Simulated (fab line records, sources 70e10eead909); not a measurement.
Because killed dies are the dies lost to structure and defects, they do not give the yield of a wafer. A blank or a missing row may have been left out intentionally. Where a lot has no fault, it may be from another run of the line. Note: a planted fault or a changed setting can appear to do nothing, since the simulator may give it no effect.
Matching of chambers || flow nand_harc || NHARC_P_GATE_DESCUM_48 on rie_diel-06: 4 sister chambers
The step chemistry O2, time 3 s. 14 wafers are shown with their chamber, then 7 later ones without.

== WAFERS PAIRED WITH THEIR CHAMBERS ==
{"wafer": "L075.1", "chamber": 3, "showerhead_plenum_p_Torr (Torr)": 1.85, "drypump_motor_current_A (A)": 5.9, "throttle_valve_pct (%)": 11.311}
{"wafer": "L075.4", "chamber": 0, "showerhead_plenum_p_Torr (Torr)": 1.88, "drypump_motor_current_A (A)": 5.3, "throttle_valve_pct (%)": 11.303}
{"wafer": "L075.5", "chamber": 1, "showerhead_plenum_p_Torr (Torr)": 1.98, "drypump_motor_current_A (A)": 6.2, "throttle_valve_pct (%)": 11.307}
{"wafer": "L078.4", "chamber": 1, "showerhead_plenum_p_Torr (Torr)": 1.98, "drypump_motor_current_A (A)": 6.3, "throttle_valve_pct (%)": 11.310}
{"wafer": "L078.5", "chamber": 2, "showerhead_plenum_p_Torr (Torr)": 1.81, "drypump_motor_current_A (A)": 6.1, "throttle_valve_pct (%)": 11.304}
{"wafer": "L078.6", "chamber": 1, "showerhead_plenum_p_Torr (Torr)": 1.98, "drypump_motor_current_A (A)": 6.3, "throttle_valve_pct (%)": 11.310}
{"wafer": "L081.2", "chamber": 0, "showerhead_plenum_p_Torr (Torr)": 1.88, "drypump_motor_current_A (A)": 5.3, "throttle_valve_pct (%)": 11.305}
{"wafer": "L081.3", "chamber": 1, "showerhead_plenum_p_Torr (Torr)": 1.97, "drypump_motor_current_A (A)": 6.3, "throttle_valve_pct (%)": 11.306}
{"wafer": "L081.5", "chamber": 1, "showerhead_plenum_p_Torr (Torr)": 1.98, "drypump_motor_current_A (A)": 6.2, "throttle_valve_pct (%)": 11.303}
{"wafer": "L087.1", "chamber": 0, "showerhead_plenum_p_Torr (Torr)": 1.88, "drypump_motor_current_A (A)": 5.3, "throttle_valve_pct (%)": 11.325}
{"wafer": "L087.2", "chamber": 1, "showerhead_plenum_p_Torr (Torr)": 1.97, "drypump_motor_current_A (A)": 6.2, "throttle_valve_pct (%)": 11.324}
{"wafer": "L087.3", "chamber": 3, "showerhead_plenum_p_Torr (Torr)": 1.85, "drypump_motor_current_A (A)": 5.9, "throttle_valve_pct (%)": 11.315}
{"wafer": "L090.1", "chamber": 0, "showerhead_plenum_p_Torr (Torr)": 1.88, "drypump_motor_current_A (A)": 5.3, "throttle_valve_pct (%)": 11.307}
{"wafer": "L090.5", "chamber": 3, "showerhead_plenum_p_Torr (Torr)": 1.85, "drypump_motor_current_A (A)": 5.9, "throttle_valve_pct (%)": 11.314}

SIGNATURES, as means of the wafers listed above
{"reading": "showerhead_plenum_p_Torr", "chamber 0": 1.8800, "chamber 1": 1.9767, "chamber 2": 1.8100, "chamber 3": 1.8500, "scatter within a chamber": 0.00365}
{"reading": "drypump_motor_current_A", "chamber 0": 5.300, "chamber 1": 6.250, "chamber 2": 6.100, "chamber 3": 5.900, "scatter within a chamber": 0.0387}
{"reading": "throttle_valve_pct", "chamber 0": 11.31000, "chamber 1": 11.31000, "chamber 2": 11.30400, "chamber 3": 11.31333, "scatter within a chamber": 0.00766}
Rule: for a wafer and a chamber, the distance is found by dividing, reading by reading, the gap between the wafer's reading and the chamber's mean by the reading's scatter, squaring, summing and taking the root. The wafer belongs to the nearest chamber; if the next one is less than 2 further off, it can't be placed. The scatter is the square root of a quotient: the sum, over the shown wafers, of each reading's squared deviation from its chamber's mean, divided by wafers minus chambers.

== WAFERS WITH NO CHAMBER GIVEN ==
{"wafer": "L090.6", "showerhead_plenum_p_Torr (Torr)": 1.88, "drypump_motor_current_A (A)": 5.3, "throttle_valve_pct (%)": 11.297}
{"wafer": "L091.1", "showerhead_plenum_p_Torr (Torr)": 1.80, "drypump_motor_current_A (A)": 6.1, "throttle_valve_pct (%)": 11.316}
{"wafer": "L091.3", "showerhead_plenum_p_Torr (Torr)": 1.88, "drypump_motor_current_A (A)": 5.3, "throttle_valve_pct (%)": 11.307}
{"wafer": "L091.5", "showerhead_plenum_p_Torr (Torr)": 1.97, "drypump_motor_current_A (A)": 6.3, "throttle_valve_pct (%)": 11.325}
{"wafer": "L093.1", "showerhead_plenum_p_Torr (Torr)": 1.80, "drypump_motor_current_A (A)": 6.1, "throttle_valve_pct (%)": 11.308}
{"wafer": "L093.3", "showerhead_plenum_p_Torr (Torr)": 1.97, "drypump_motor_current_A (A)": 6.2, "throttle_valve_pct (%)": 11.325}
{"wafer": "L093.4", "showerhead_plenum_p_Torr (Torr)": 1.85, "drypump_motor_current_A (A)": 5.8, "throttle_valve_pct (%)": 11.321}

== CHAMBER TAKEN BY EACH ==
{"wafer": "L090.6", "from the rows above": 0, "in truth": 0}
{"wafer": "L091.1", "from the rows above": 2, "in truth": 2}
{"wafer": "L091.3", "from the rows above": 0, "in truth": 0}
{"wafer": "L091.5", "from the rows above": 1, "in truth": 1}
{"wafer": "L093.1", "from the rows above": 2, "in truth": 2}
{"wafer": "L093.3", "from the rows above": 1, "in truth": 1}
{"wafer": "L093.4", "from the rows above": 3, "in truth": 3}
Correct placement for 7 of the 7. From these rows, 0 cannot be placed. Wrongly placed: 0.
